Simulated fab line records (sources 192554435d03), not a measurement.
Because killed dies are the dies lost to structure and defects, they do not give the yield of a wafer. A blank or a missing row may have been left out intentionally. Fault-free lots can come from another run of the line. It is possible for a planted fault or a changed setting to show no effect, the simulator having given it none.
fab line records    flow n5_finfet
[record] lots = 5  wafers = 15  last_day = 19
route steps=1938 shown BEOL_M12@1644 PASSIVATION@1936
lots with no fault: from the same line, run without faults
start_h: start of the lot's first displayed wafer, in hours after the record's first day    wait_h: hours from the lot's prior step to this one    " the same as in the row above    L1.1+2: one row covering several wafers at once    - either no value or no given start    * or withheld: withheld    < > ~ a bound
route shown NAME@n: NAME is a module with steps in the file, n the number in the route of the first one    usual: mean/standard deviation taken from wafers without a fault    same: alike in all rows    chamber/n: place in a boat    sites: per-site readings    _std_site: their standard deviation    _edge_site: outer sites' mean less inner sites'    radius_mm: for every site, how far away it sits from the centre of the wafer    mask NAME#n: copy n    behind: the tool/chamber that last shaped the wafer    hold: why the lot went on hold/how many hours it stayed there/how the hold came to an end    device: which transistor (n, p or np) failed to switch    end of line: the route-end tests of the same wafers    where a step has no rows: the recipe by itself    killed: at the first sort, the dies lost to defects and structure; wafer yield is something else    map: dies across one wafer; x = killed, . = not, _ = none there
set.NAME: setting as actually run; set.NAME@STEP: the setting as run at that earlier step    model.NAME: the simulator's own value behind a step, which no gauge read
a table for each step, a row for each wafer; lots at some steps of the route
services: from which hour (start_h, from the record's first day; less than 0 if before it) a tool's chamber was out of use, for how many hours, and why
[[steps]]
[step N5_BEOL_M12_PRECLEAN_39]
[recipe] chemistry = residue_remover  time_s = 60  temp_c = 40
[step N5_BEOL_M12_SRD_40]
[recipe] time_s = 30  temp_c = 23  rinse_liquid = diw  dry = n2_spin  spin_rpm = 1500  dry_time_s = 30
[step N5_BEOL_M12_DEGAS_41]
[recipe] ambient = vacuum  temp_c = 250  time_s = 60
[usual] heater_power_w = 337/45
lot.wafer  tool            chamber  start_h  wait_h  heater_power_w
L601.1     pvd_sputter-03  -        271.93   0.4     298
L601.4     "               -        "        "       378
L601.5     "               -        "        "       286
L606.1     pvd_sputter-01  -        298.49   0.0     359
L606.3     "               -        "        "       343
L606.5     "               -        "        "       223
L614.3     pvd_sputter-01  -        356.32   0.6     222
L614.4     "               -        "        "       361
L614.5     "               -        "        "       348
L619.1     pvd_sputter-01  -        397.44   0.4     338
L619.2     "               -        "        "       365
L619.3     "               -        "        "       348
L623.1     pvd_sputter-03  -        414.74   0.3     386
L623.2     "               -        "        "       296
L623.4     "               -        "        "       335
[step N5_BEOL_M12_PRE_CLEAN_42]
[recipe] gas = H2/He  time_s = 30  temp_c = 250
[step N5_BEOL_M12_SPUTTER_43]
[recipe] material = TaN  target_thk_a = 150  temp_c = 50  bias_v = 168.6  power_w = 15000  chamber_pressure_pa = 0.12  time_s = 24.19
[usual] throttle_valve_pct = 30.7/0.96
lot.wafer  tool            chamber  start_h  wait_h  throttle_valve_pct
L601.1     pvd_sputter-03  -        280.11   8.1     28.5
L601.4     "               -        "        "       31.2
L601.5     "               -        "        "       30.8
L606.1     pvd_sputter-01  -        298.57   0.0     30.6
L606.3     "               -        "        "       32.1
L606.5     "               -        "        "       29.7
L614.3     pvd_sputter-01  -        356.40   0.0     29.6
L614.4     "               -        "        "       30.7
L614.5     "               -        "        "       30.8
L619.1     pvd_sputter-01  -        397.52   0.0     31.1
L619.2     "               -        "        "       30.6
L619.3     "               -        "        "       32.3
L623.1     pvd_sputter-03  -        414.82   0.0     31.2
L623.2     "               -        "        "       30.7
L623.4     "               -        "        "       30.5
[step N5_BEOL_M12_SPUTTER_44]
[recipe] material = Ta  target_thk_a = 100  temp_c = 50  bias_v = 80  power_w = 15000  chamber_pressure_pa = 0.07  time_s = 16.13
[usual] throttle_valve_pct = 30.7/0.94
lot.wafer  tool            chamber  start_h  wait_h  throttle_valve_pct
L601.1     pvd_sputter-03  -        280.19   0.0     28.7
L601.4     "               -        "        "       31.4
L601.5     "               -        "        "       31.0
L606.1     pvd_sputter-01  -        298.65   0.0     30.7
L606.3     "               -        "        "       32.0
L606.5     "               -        "        "       29.7
L614.3     pvd_sputter-01  -        356.48   0.0     29.6
L614.4     "               -        "        "       30.5
L614.5     "               -        "        "       30.9
L619.1     pvd_sputter-01  -        397.60   0.0     30.9
L619.2     "               -        "        "       30.6
L619.3     "               -        "        "       32.1
L623.1     pvd_sputter-03  -        414.90   0.0     31.1
L623.2     "               -        "        "       30.9
L623.4     "               -        "        "       30.2
[step N5_BEOL_M12_SPUTTER_45]
[recipe] material = Cu  target_thk_a = 800  temp_c = -20  bias_v = 60  power_w = 26000  chamber_pressure_pa = 0.13  time_s = 13.33
[step N5_BEOL_M12_ECD_47]
[recipe] material = Cu  target_thk_a = 7200
[step N5_BEOL_M12_ANNEAL_48]
[recipe] temp_c = 225  time_s = 90  ambient = N2
[usual] wafer_temp_C_max = 226.03/0.28
lot.wafer  tool           chamber  start_h  wait_h  wafer_temp_C_max
L601.1     rtp_anneal-01  0        280.53   0.1     225.59
L601.4     "              0        "        "       225.88
L601.5     "              0        "        "       225.91
L606.1     rtp_anneal-02  0        298.99   0.1     226.37
L606.3     "              0        "        "       225.82
L606.5     "              0        "        "       226.09
L614.3     rtp_anneal-01  0        356.91   0.2     225.79
L614.4     "              0        "        "       225.91
L614.5     "              0        "        "       225.84
L619.1     rtp_anneal-02  0        398.29   0.5     226.06
L619.2     "              0        "        "       226.22
L619.3     "              0        "        "       225.90
L623.1     rtp_anneal-01  0        415.24   0.1     225.67
L623.2     "              0        "        "       225.99
L623.4     "              0        "        "       225.71
[step N5_BEOL_M12_CMP_49]
[recipe] stop_on = SiOC  t_overpolish_s = 20.6  down_force_psi = 1  platen_rpm = 50  clearing_platen_down_force_psi = 1.5  clearing_platen_rpm = 50  post_cmp_clean = cu_alkaline  target_thk_nm = 320  clearing_platen_pad_velocity_m_s = 0.99484  pad_velocity_m_s = 0.99484
[usual] barrier_field_endpoint_s = 30.5/0.72  head_pressure_psi = 1.0001/0.0022  motor_current_A = 5.9/0.76  overpolish_run_s = 20.600/0.0099  pad_life_wafers = 1308/580  retaining_ring_pressure_frac = 1.000/0.0044
lot.wafer  tool    chamber  start_h  wait_h  barrier_field_endpoint_s  head_pressure_psi  motor_current_A  overpolish_run_s  pad_life_wafers  retaining_ring_pressure_frac
L601.1     cmp-01  3        280.92   0.3     31.4                      0.9992             5.3              20.612            1766             1.000
L601.4     "       0        "        "       29.4                      0.9984             5.4              20.596            1767             1.005
L601.5     "       2        "        "       29.5                      0.9982             5.5              20.602            -                0.996
L606.1     cmp-01  0        299.34   0.3     30.6                      1.0005             5.4              20.608            1915             0.997
L606.3     "       2        "        "       30.4                      0.9986             5.2              20.603            1917             0.999
L606.5     "       3        "        "       31.5                      0.9995             5.2              20.594            -                0.997
L614.4     cmp-03  0        357.12   0.1     29.4                      1.0011             8.0              20.603            1134             1.002
L614.3     "       1        "        "       30.2                      0.9970             6.3              20.602            1135             1.002
L614.5     "       0        "        "       30.6                      0.9998             7.8              20.622            -                0.993
L619.3     cmp-04  1        398.59   0.2     29.3                      1.0003             6.2              20.611            198              1.002
L619.2     "       3        "        "       30.5                      0.9984             6.7              20.605            200              0.998
L619.1     "       0        "        "       29.5                      0.9965             4.7              20.611            201              1.002
L623.4     cmp-03  1        415.54   0.1     30.9                      0.9985             5.8              20.601            1566             1.005
L623.2     "       2        "        "       30.6                      0.9996             6.1              20.593            1567             0.995
L623.1     "       3        "        "       30.6                      0.9992             4.8              20.601            1568             1.007
[step N5_BEOL_M12_THK_MEAS_50]
[recipe] thk_meas_gauge = xrf  reads = Cu_of_BEOL_M12_ECD_47
[usual] M12_THK = 317/5.2
lot.wafer  tool           chamber  start_h  wait_h  M12_THK[nm]
L601.1     film_metro-02  -        281.14   -       314
L601.4     "              -        "        "       310
L601.5     "              -        "        "       316
L606.1     film_metro-01  -        299.60   -       324
L606.3     "              -        "        "       316
L606.5     "              -        "        "       321
L614.3     film_metro-02  -        357.41   -       322
L614.4     "              -        "        "       318
L614.5     "              -        "        "       318
L619.1     film_metro-01  -        398.88   -       321
L619.2     "              -        "        "       323
L619.3     "              -        "        "       324
L623.1     film_metro-01  -        415.83   -       318
L623.2     "              -        "        "       317
L623.4     "              -        "        "       312
[step N5_BEOL_M12_PRE_CLEAN_52]
[recipe] gas = NH3  time_s = 15  temp_c = withheld  rf_power_w = 300
[step N5_BEOL_M12_DEP_53]
[recipe] material = SiCN  target_thk_a = 300  temp_c = withheld  precursor = 3MS/NH3  pressure_torr = 3  rf_w = 675  time_s = 10.5
[usual] showerhead_plenum_p_Torr = 4.165/0.017  throttle_valve_pct = 18.1/1.3
lot.wafer  tool      chamber  start_h  wait_h  showerhead_plenum_p_Torr  throttle_valve_pct  model.SiCN_of_BEOL_M12_DEP_53.thk_nm
L601.1     pecvd-03  2        281.20   0.0     4.159                     16.4                30.4
L601.4     "         1        "        "       4.162                     17.9                30
L601.5     "         2        "        "       4.157                     16.3                30.4
L606.1     pecvd-03  2        299.66   0.0     4.163                     16.5                30
L606.3     "         1        "        "       4.171                     18.2                21.4
L606.5     "         1        "        "       4.168                     17.9                21.6
L614.3     pecvd-02  0        357.47   0.0     4.146                     19.4                30.2
L614.4     "         2        "        "       4.121                     16.5                30.4
L614.5     "         0        "        "       4.150                     19.5                30.4
L619.1     pecvd-04  1        398.94   0.0     4.182                     18.9                29.6
L619.2     "         0        "        "       4.113                     18.2                30.2
L619.3     "         2        "        "       4.173                     18.9                29.4
L623.1     pecvd-03  2        415.89   0.0     4.168                     16.7                29.4
L623.2     "         1        "        "       4.176                     18.0                29.2
L623.4     "         1        "        "       4.166                     17.9                29.6
[step N5_BEOL_M12_RS_MEAS_54]
[recipe] thk_meas_gauge = four-point-probe  reads = Cu_of_BEOL_M12_ECD_47+Ta_of_BEOL_M12_SPUTTER_44+TaN_of_BEOL_M12_SPUTTER_43
[usual] M12_RS = 0.0600/0.0011
lot.wafer  tool           chamber  start_h  wait_h  M12_RS[ohm/sq]
L601.1     film_metro-02  -        281.26   0.0     0.0607
L601.4     "              -        "        "       0.0614
L601.5     "              -        "        "       0.0602
L606.1     film_metro-01  -        299.72   0.0     0.0584
L606.3     "              -        "        "       0.0602
L606.5     "              -        "        "       0.0590
L614.3     film_metro-01  -        357.54   0.0     0.0587
L614.4     "              -        "        "       0.0595
L614.5     "              -        "        "       0.0594
L619.1     film_metro-02  -        399.01   0.0     0.0594
L619.2     "              -        "        "       0.0591
L619.3     "              -        "        "       0.0591
L623.1     film_metro-01  -        415.96   0.0     0.0607
L623.2     "              -        "        "       0.0610
L623.4     "              -        "        "       0.0622
[step N5_PASSIVATION_PROBE_49]
[usual] defect_limited_yield = 91.1/1.4  killed_at_M0_to_M3 = 36/11  killed_at_M4_up = 14/5.2  killed_at_contacts = 12/6.1  killed_at_front_end = 40/12  killed_at_other = 3.2/2.5  killed_dies = 105/16  killed_open = 68/12  killed_short = 35/8.7  sort_bin_5_function = 5.2/0.89  sort_bin_6_memory = 3.3/0.66  sort_n_pass = 1074/16  sort_yield_pct = 91.1/1.4
[same] gross_dies = 1180  killed_at_back_side = 0  sort_bin_4_leakage[%] = 0  sort_bin_8_speed[%] = 0
lot.wafer  tool       chamber  start_h  wait_h  defect_limited_yield[%]  killed_at_M0_to_M3  killed_at_M4_up  killed_at_contacts  killed_at_front_end  killed_at_other  killed_dies  killed_open  killed_short  sort_bin_5_function[%]  sort_bin_6_memory[%]  sort_n_pass  sort_yield_pct[%]
L619.1     prober-02  -        434.39   0.0     91.6                     26                  23               7                   42                   1                99           65           31            4.9                     3.1                   1081         91.6
L619.2     prober-02  -        434.44   0.1     90.5                     30                  17               9                   54                   2                112          73           34            5.8                     3.5                   1068         90.5
L619.3     prober-02  -        434.49   0.1     91.4                     27                  17               10                  48                   0                102          65           33            4.9                     3.2                   1078         91.4
// killed by level:class
L619.1 FIN_SAQP:geometric_particle:open=10 BEOL_M4:geometric_particle:open=8 BEOL_M0_SAQP:geometric_particle:open=8 BEOL_M3:geometric_particle:open=8 GATE_CUT:geometric_particle:short=7 DUMMY_GATE:geometric_particle:open=6 FIN_SAQP:geometric_particle:short=5 STI_FIN_REVEAL:geometric_particle:open=5
L619.2 DUMMY_GATE:geometric_particle:open=12 FIN_SAQP:geometric_particle:short=11 BEOL_M3:geometric_particle:open=9 MOL_CONTACT_COAG:geometric_particle:open=8 FIN_SAQP:geometric_particle:open=7 BEOL_M2:geometric_particle:open=6 BEOL_M0_SAQP:geometric_particle:short=5 BEOL_M1:geometric_particle:open=5
L619.3 MOL_CONTACT_COAG:geometric_particle:open=10 BEOL_M3:geometric_particle:open=10 FIN_SAQP:geometric_particle:short=9 GATE_CUT:geometric_particle:short=9 BEOL_M0_SAQP:geometric_particle:short=7 FIN_SAQP:geometric_particle:open=6 BEOL_M0_SAQP:geometric_particle:open=6 BEOL_M4:geometric_particle:open=6
[[services]]
tool            chamber  start_h  hours  kind
cmp-03          -        248.53   0.6    repair
pecvd-02        -        250.45   0.5    repair
pvd_sputter-03  -        256.81   10.5   repair
cmp-01          -        271.38   4.5    repair
pecvd-04        -        289.15   1.3    repair
pecvd-04        -        292.24   0.7    repair
cmp-01          -        311.58   2.0    repair
cmp-04          -        313.29   1.4    repair
pecvd-02        0        315.02   2.1    scheduled_down
cmp-01          -        317.92   4.0    pm
pecvd-02        -        318.23   2.8    pm
cmp-01          -        321.92   -      consumable_replace:conditioner
cmp-01          -        321.92   -      consumable_replace:pad
cmp-01          -        325.08   1.0    repair
pecvd-04        0        364.62   5.5    scheduled_down
cmp-03          -        366.27   5.1    pm
cmp-04          -        368.88   4.0    pm
cmp-04          -        372.88   -      consumable_replace:conditioner
pecvd-03        1        396.85   2.1    scheduled_down
cmp-01          -        397.26   1.1    repair
pecvd-04        -        403.89   0.8    pm
pecvd-03        -        406.61   2.8    pm
cmp-03          -        408.77   1.9    repair
pecvd-03        -        410.15   4.3    repair
[[key]]
first_sign none at tools or gauges
[model_effect] step = N5_BEOL_M12_DEP_53  value = SiCN_of_BEOL_M12_DEP_53.thk_nm  without = 29.6  struck = 21.5
met_at N5_BEOL_M12_DEP_53
struck_wafers L606.3,L606.5
onset_between 281.20 299.66
[fault] kind = process_parameter_drift  tool = pecvd-03  chamber = -  onset_h = 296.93  steps = N5_BEOL_M12_DEP_53  channel = time_s  offset = *  shape = step  end_h = 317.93  scope = struck_wafers_only  acts_in = *  stated = *
